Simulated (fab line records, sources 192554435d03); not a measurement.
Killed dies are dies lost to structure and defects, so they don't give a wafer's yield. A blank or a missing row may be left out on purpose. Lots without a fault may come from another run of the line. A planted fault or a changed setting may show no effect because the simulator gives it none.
Chamber matching | flow n5_finfet | N5_BEOL_M10_DEP_56 on pecvd-02: 3 sister chambers
The step deposits SiCN from 3MS/NH3, target thk 15 nm, time 26.5 s. 3 wafers are shown with their chamber, then 7 later ones without.

WAFERS WITH THEIR CHAMBER
wafer  | chamber | throttle_valve_pct (%)
L077.5 | 2       | 8.9
L081.1 | 1       | 8.8
L081.2 | 0       | 9.3

WAFERS WITHOUT THEIR CHAMBER
wafer  | throttle_valve_pct (%)
L081.6 | 8.9
L086.2 | 8.9
L086.3 | 9.2
L086.6 | 9.2
L091.1 | 8.7
L091.4 | 9.1
L091.5 | 9.0

WHICH CHAMBER EACH WENT THROUGH
wafer  | from the rows above          | in truth
L081.6 | can't be placed: 2 or 1      | 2
L086.2 | can't be placed: 2 or 1      | 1
L086.3 | can't be placed: 0 or 2      | 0
L086.6 | can't be placed: 0 or 2      | 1
L091.1 | can't be placed: 1 or 2      | 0
L091.4 | can't be placed: 2 or 0 or 1 | 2
L091.5 | can't be placed: 2 or 1 or 0 | 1
Placed correctly: 0 of 7. Can't be placed from these rows: 7 (the true chamber is among the candidates in 5). Placed wrongly: 0.
How it was worked out, from the rows above alone: a wafer's distance from a chamber is the root of the sum, over the readings, of the square of ((its reading less the chamber's mean) divided by the reading's scatter). The wafer belongs to the nearest chamber; if the next one is less than 2 further off, it can't be placed. A chamber's mean is the mean of its shown wafers. The scatter: with one shown wafer a chamber, the root of the mean of the squares of how far each hidden wafer lies from its nearest shown one.
